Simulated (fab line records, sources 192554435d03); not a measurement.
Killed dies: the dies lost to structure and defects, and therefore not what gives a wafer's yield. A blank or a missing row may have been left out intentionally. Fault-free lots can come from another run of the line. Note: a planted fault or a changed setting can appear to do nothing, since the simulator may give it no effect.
Split-lot experiment -- flow n5 finfet -- 7 lots, 30 wafers read, on a route of 1938 steps

ABOUT THE SPLIT
At N5_BEOL_M2_TRENCH_ETCH_37 (etches SiOC in C4F6/O2, target depth 55.555 nm, time 29.2 s), the setting time s was moved away from the recipe's 29.2 s on 8 of the 30 wafers read, by -53.5% to +24.6%. The other wafers ran this setting at the recipe's value.

FROM THE SPLIT TO THE READING: what the file shows between them, 8 steps
- N5_BEOL_M2_ETCH_41: etches SiCN in CH3F/O2, target depth 29.9 nm, time 52.5 s
- N5_BEOL_M2_STRIP_97: strips in N2/H2, time 10 s
- N5_BEOL_M2_OCD_MEAS_38
- N5_BEOL_M2_HM_STRIP_39: strips TiN in peroxide tin strip, target depth 25 nm, time 158 s
- N5_BEOL_M2_SRD_40: time 30 s
- N5_BEOL_M2_ECD_50: material Cu, target thk 300 nm
- N5_BEOL_M2_ANNEAL_51: time 90 s
- N5_BEOL_M2_CMP_52: polishes, stops on SiOC, t overpolish 6.8 s, target thk 40 nm

THE READING
M2_THK, in nm, at N5_BEOL_M2_THK_MEAS_53 (measures by xrf). On this fab line, fault-free wafers typically give 39.3 nm with a standard deviation of 1 nm.

wafer,"tool, chamber at the split","time s as run, s",against the recipe,"M2_THK, nm",against lot-mates on the recipe
L074.1,"rie diel-02, 2",29.2,recipe,40.2,-
L074.3,"rie diel-02, 1",29.2,recipe,40.4,-
L074.6,"rie diel-02, 1",29.2,recipe,39.2,-
L080.1,"rie diel-05, 1",29.2,recipe,39.2,-
L080.2,"rie diel-05, 0",36.37,+24.6%,53.3,+14.0
L080.3,"rie diel-05, 3",36.37,+24.6%,51.4,+12.1
L080.4,"rie diel-05, 2",29.2,recipe,38.9,-
L080.5,"rie diel-05, 2",36.37,+24.6%,53.3,+14.0
L080.6,"rie diel-05, 1",29.2,recipe,39.7,-
L087.2,"rie diel-04, 2",29.2,recipe,39.1,-
L087.3,"rie diel-04, 1",17.09,-41.5%,17.7,-21.6
L087.4,"rie diel-04, 3",29.2,recipe,39.4,-
L092.2,"rie diel-04, 3",29.2,recipe,40.9,-
L092.3,"rie diel-04, 2",29.2,recipe,38.5,-
L092.6,"rie diel-04, 3",13.59,-53.5%,11.3,-28.4
L094.1,"rie diel-05, 1",18.82,-35.5%,19.4,-18.8
L094.2,"rie diel-05, 3",29.2,recipe,37.0,-
L094.3,"rie diel-05, 2",29.2,recipe,39.5,-
L094.4,"rie diel-05, 0",29.2,recipe,38.2,-
L094.5,"rie diel-05, 3",18.82,-35.5%,18.5,-19.7
L094.6,"rie diel-05, 2",18.82,-35.5%,19.0,-19.2
L093.1,"rie diel-04, 3",29.2,recipe,40.4,-
L093.3,"rie diel-04, 1",29.2,recipe,38.8,-
L093.6,"rie diel-04, 3",29.2,recipe,40.1,-
L082.1,"rie diel-02, 3",29.2,recipe,37.8,-
L082.2,"rie diel-02, 0",29.2,recipe,39.6,-
L082.3,"rie diel-02, 1",29.2,recipe,40.4,-
L082.4,"rie diel-02, 2",29.2,recipe,39.4,-
L082.5,"rie diel-02, 1",29.2,recipe,38.9,-
L082.6,"rie diel-02, 0",29.2,recipe,39.3,-

FIT RESULTS
A straight line over all 30 wafers: M2_THK changes by +0.545 nm for each +1% of time s; r = +1.00; the points scatter about the line by 0.96 nm.
The same after taking each lot's own level away (the mean of its wafers on the recipe; 30 wafers): +0.536 nm for each +1%; r = +1.00; scatter 0.75 nm.
Per that fit: largest time s move, reading shift of 29 nm.
Across the lots, their own levels run from 38.23 to 39.93 nm, a range of 1.7 times the standard deviation given above.
So the lot-to-lot level changes the slope little: the two slopes agree.
Check: with one of the wafers moved furthest among these (-53.5%) left out of the fit, the line predicts -28.7 nm for it against its lot-mates. Against them it came out at -28.4 nm.

THE WHOLE CHAIN: every reading that the file lists as answering this split, in the file's order
step,what it does,reading,change (the file's fit),r (the file's)
N5_BEOL_M2_TRENCH_ETCH_37,"etches SiOC in C4F6/O2, target depth 55.555 nm, time 29.2 s","etch.depth nm (the simulator's own value, which no gauge read)",+0.55 nm for each +1% of the setting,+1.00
N5_BEOL_M2_TRENCH_ETCH_37,"etches SiOC in C4F6/O2, target depth 55.555 nm, time 29.2 s","BEOL_M2.feature depth nm (the simulator's own value, which no gauge read)",+0.55 nm for each +1% of the setting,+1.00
N5_BEOL_M2_TRENCH_ETCH_37,"etches SiOC in C4F6/O2, target depth 55.555 nm, time 29.2 s","TiN_of_BEOL_M2_HM_DEP_02.thk nm (the simulator's own value, which no gauge read)",-0.0231 nm for each +1% of the setting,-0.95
N5_BEOL_M2_OCD_MEAS_38,,trench depth nm,+0.55 nm for each +1% of the setting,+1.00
N5_BEOL_M2_CMP_52,"polishes, stops on SiOC, t overpolish 6.8 s, target thk 40 nm","Cu_of_BEOL_M2_ECD_50.thk nm (the simulator's own value, which no gauge read)",+0.543 nm for each +1% of the setting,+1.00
N5_BEOL_M2_THK_MEAS_53,measures by xrf,M2_THK,+0.535 for each +1% of the setting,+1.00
N5_BEOL_M2_RS_MEAS_58,measures by four-point-probe,M2_RS,"not straight: 3.744 at the lowest setting, 0.672 at the recipe, 0.465 at the highest",not given

FILE'S OWN FIT
M2_THK changes by +0.535 nm for each +1% of time s, r = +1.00.
